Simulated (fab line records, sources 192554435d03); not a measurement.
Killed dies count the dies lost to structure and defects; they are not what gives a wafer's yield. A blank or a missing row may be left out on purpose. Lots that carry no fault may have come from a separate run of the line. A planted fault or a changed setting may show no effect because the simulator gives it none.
Chamber matching | flow n5-finfet | rie-diel-02 running N5_FIN_CUT_ETCH_21: 4 sister chambers
The step etches SOC in N2/H2, target depth 219 nm, overetch 43.8 nm, time 523.5 s. 4 wafers are shown with their chamber, then 10 later ones without.

## WAFERS PAIRED WITH THEIR CHAMBERS
wafer  | chamber | drypump-motor-current-A (A)
L082.3 | 2       | 5.6
L082.5 | 1       | 6.4
L090.4 | 3       | 6.0
L090.5 | 0       | 5.1

## WAFERS MISSING THEIR CHAMBER
wafer  | drypump-motor-current-A (A)
L090.6 | 6.0
L093.1 | 6.5
L093.2 | 5.0
L093.6 | 5.0
L096.1 | 5.0
L096.2 | 5.6
L096.4 | 6.0
L097.1 | 6.0
L097.2 | 5.0
L097.4 | 5.6

## EACH ONE'S CHAMBER
wafer  | from the rows above | in truth
L090.6 | 3                   | 3
L093.1 | 1                   | 1
L093.2 | 0                   | 0
L093.6 | 0                   | 0
L096.1 | 0                   | 0
L096.2 | 2                   | 2
L096.4 | 3                   | 3
L097.1 | 3                   | 3
L097.2 | 0                   | 0
L097.4 | 2                   | 2
Correct placement for 10 of the 10. Number that these rows cannot place: 0. Number placed wrongly: 0.
How it was worked out, from the rows above alone: a wafer's distance from a chamber is the root of the sum, over the readings, of the square of ((its reading less the chamber's mean) divided by the reading's scatter). The wafer belongs to the nearest chamber; if the next one is less than 2 further off, it can't be placed. For every chamber, the mean is computed from those of its wafers that are shown. The scatter: root of mean squared gap, hidden wafer to nearest shown wafer, with one shown wafer a chamber.
